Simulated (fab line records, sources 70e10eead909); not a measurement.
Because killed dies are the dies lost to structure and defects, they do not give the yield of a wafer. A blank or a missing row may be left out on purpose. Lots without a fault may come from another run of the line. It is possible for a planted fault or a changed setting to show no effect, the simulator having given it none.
The tool behind it: which one? :: flow nand-harc :: Sampling: 15 lots, 45 wafers, 3 of 1302 route steps

== WHAT THE GAUGES SHOWED, per wafer ==
NHARC_P_START_INSPECT_01.
lot: L401
measured: day 2 06:02
on: defect-inspect-02
raw-defect-count: 3 0 3

lot: L404
measured: day 3 12:02
on: defect-inspect-02
raw-defect-count: 0 2 2

lot: L406
measured: day 4 08:02
on: defect-inspect-02
raw-defect-count: 5 5 4

lot: L407
measured: day 4 18:02
on: defect-inspect-01
raw-defect-count: 7 7 2

lot: L408
measured: day 5 04:02
on: defect-inspect-01
raw-defect-count: 4 5 4

lot: L409
measured: day 5 14:02
on: defect-inspect-02
raw-defect-count: 3 3 4

lot: L414
measured: day 7 16:02
on: defect-inspect-02
raw-defect-count: 4 2 5

lot: L415
measured: day 8 02:02
on: defect-inspect-01
raw-defect-count: 5 3 3

lot: L416
measured: day 8 12:03
on: defect-inspect-02
raw-defect-count: 3 1 5

lot: L417
measured: day 8 22:02
on: defect-inspect-02
raw-defect-count: 2 3 5

lot: L419
measured: day 9 18:02
on: defect-inspect-01
raw-defect-count: 2 3 5

lot: L420
measured: day 10 04:02
on: defect-inspect-02
raw-defect-count: 6 3 6

lot: L421
measured: day 10 14:02
on: defect-inspect-02
raw-defect-count: 1 4 3

lot: L422
measured: day 11 00:02
on: defect-inspect-02
raw-defect-count: 2 4 2

lot: L423
measured: day 11 10:02
on: defect-inspect-01
raw-defect-count: 3 6 4

NHARC_P_ZERO_WELL_INSPECT_43.
lot: L401
measured: day 2 13:55
on: defect-inspect-02
raw-defect-count: 7 15 7

lot: L404
measured: day 3 19:38
on: defect-inspect-01
raw-defect-count: 12 11 10

lot: L406
measured: day 4 18:01
on: defect-inspect-02
raw-defect-count: 9 9 8

lot: L407
measured: day 5 02:01
on: defect-inspect-01
raw-defect-count: 23 15 17

lot: L408
measured: day 5 11:35
on: defect-inspect-02
raw-defect-count: 9 17 9

lot: L409
measured: day 5 21:54
on: defect-inspect-01
raw-defect-count: 8 7 7

lot: L414
measured: day 7 23:30
on: defect-inspect-02
raw-defect-count: 4 5 11

lot: L415
measured: day 8 11:04
on: defect-inspect-02
raw-defect-count: 5 7 5

lot: L416
measured: day 8 19:37
on: defect-inspect-01
raw-defect-count: 8 13 15

lot: L417
measured: day 9 06:28
on: defect-inspect-01
raw-defect-count: 17 2 13

lot: L419
measured: day 10 07:02
on: defect-inspect-02
raw-defect-count: 23 15 27

lot: L420
measured: day 10 11:33
on: defect-inspect-01
raw-defect-count: 9 15 7

lot: L421
measured: day 10 22:12
on: defect-inspect-02
raw-defect-count: 18 10 12

lot: L422
measured: day 11 07:40
on: defect-inspect-02
raw-defect-count: 13 9 5

lot: L423
measured: day 11 19:01
on: defect-inspect-02
raw-defect-count: 9 12 15

== WHICH TOOL RAN EACH LOT (tool, then ch and the chambers of the sampled wafers, then the start) ==
lot: L401
NHARC_P_ZERO_WELL_DEVELOP_10: litho-track-03 ch 0, day 2 07:00

lot: L404
NHARC_P_ZERO_WELL_DEVELOP_10: litho-track-07 ch 0, day 3 13:00

lot: L406
NHARC_P_ZERO_WELL_DEVELOP_10: litho-track-03 ch 0, day 4 09:00

lot: L407
NHARC_P_ZERO_WELL_DEVELOP_10: litho-track-07, day 4 19:00

lot: L408
NHARC_P_ZERO_WELL_DEVELOP_10: litho-track-02, day 5 05:00

lot: L409
NHARC_P_ZERO_WELL_DEVELOP_10: litho-track-03, day 5 15:00

lot: L414
NHARC_P_ZERO_WELL_DEVELOP_10: litho-track-07 ch 0, day 7 17:00

lot: L415
NHARC_P_ZERO_WELL_DEVELOP_10: litho-track-07 ch 0, day 8 03:00

lot: L416
NHARC_P_ZERO_WELL_DEVELOP_10: litho-track-07 ch 0, day 8 13:00

lot: L417
NHARC_P_ZERO_WELL_DEVELOP_10: litho-track-02 ch 0, day 8 23:00

lot: L419
NHARC_P_ZERO_WELL_DEVELOP_10: litho-track-07 ch 0, day 9 19:00

lot: L420
NHARC_P_ZERO_WELL_DEVELOP_10: litho-track-03 ch 0, day 10 05:00

lot: L421
NHARC_P_ZERO_WELL_DEVELOP_10: litho-track-07 ch 0, day 10 15:00

lot: L422
NHARC_P_ZERO_WELL_DEVELOP_10: litho-track-07 ch 0, day 11 01:00

lot: L423
NHARC_P_ZERO_WELL_DEVELOP_10: litho-track-03 ch 0, day 11 11:00
- NHARC_P_ZERO_WELL_DEVELOP_10: time 50 s.

== AS READ BY THE TOOLS THEMSELVES (means over the sampled wafers that have a number; for cases with no such wafer, the mark the record gives instead) ==
NHARC_P_ZERO_WELL_DEVELOP_10.
lot: L401
tool: litho-track-03
chill-plate-temp-C (C): 23.08
developer-temp-C (C): 21.94

lot: L404
tool: litho-track-07
chill-plate-temp-C (C): 22.89
developer-temp-C (C): 21.99

lot: L406
tool: litho-track-03
chill-plate-temp-C (C): 23.09
developer-temp-C (C): 22.22

lot: L407
tool: litho-track-07
chill-plate-temp-C (C): -
developer-temp-C (C): -

lot: L408
tool: litho-track-02
chill-plate-temp-C (C): -
developer-temp-C (C): -

lot: L409
tool: litho-track-03
chill-plate-temp-C (C): -
developer-temp-C (C): -

lot: L414
tool: litho-track-07
chill-plate-temp-C (C): 22.92
developer-temp-C (C): 22.03

lot: L415
tool: litho-track-07
chill-plate-temp-C (C): 22.96
developer-temp-C (C): 22.06

lot: L416
tool: litho-track-07
chill-plate-temp-C (C): 22.94
developer-temp-C (C): 21.93

lot: L417
tool: litho-track-02
chill-plate-temp-C (C): 23.08
developer-temp-C (C): 21.98

lot: L419
tool: litho-track-07
chill-plate-temp-C (C): 23.01
developer-temp-C (C): 21.96

lot: L420
tool: litho-track-03
chill-plate-temp-C (C): 22.86
developer-temp-C (C): 22.01

lot: L421
tool: litho-track-07
chill-plate-temp-C (C): 23.21
developer-temp-C (C): 22.12

lot: L422
tool: litho-track-07
chill-plate-temp-C (C): 23.01
developer-temp-C (C): 21.94

lot: L423
tool: litho-track-03
chill-plate-temp-C (C): 22.84
developer-temp-C (C): 21.95

== THE ANSWER, worked out from the rows above alone ==
Rule: what is usual is taken from the lots themselves. The widest of any qualifying gaps counts: lots, ordered by their means at a reading, are off when they make up no more than a third of the lots, leave a main group of 4 or more, and stand apart from it by 3 or more times the standard deviation of that group's means. A main group whose means are all the same, to the digits that the tables above print for the reading, isn't used. Also off: a lot with no number at a reading for which 4 or more lots have one. Where the step has rows for the other lots, those lots are counted as sound. First the gauges in route order, then the tools' own readings, where a lot's mean is used as printed above. The first step at which some lot is off is used, and at that step the reading that is off furthest; a lot without a number counts as furthest.
Off: L407, L408, L409, at NHARC_P_ZERO_WELL_DEVELOP_10 (chill-plate-temp-C). Without a number there: L407, L408, L409. Mean 22.99 C and standard deviation 0.11 in the main group.
A tool fits if, at that step or a process step before it, it ran every lot that is off, and no sound lot after the first of them. Of those tried, none fits.

== WHAT THE SIMULATOR HAD INSERTED ==
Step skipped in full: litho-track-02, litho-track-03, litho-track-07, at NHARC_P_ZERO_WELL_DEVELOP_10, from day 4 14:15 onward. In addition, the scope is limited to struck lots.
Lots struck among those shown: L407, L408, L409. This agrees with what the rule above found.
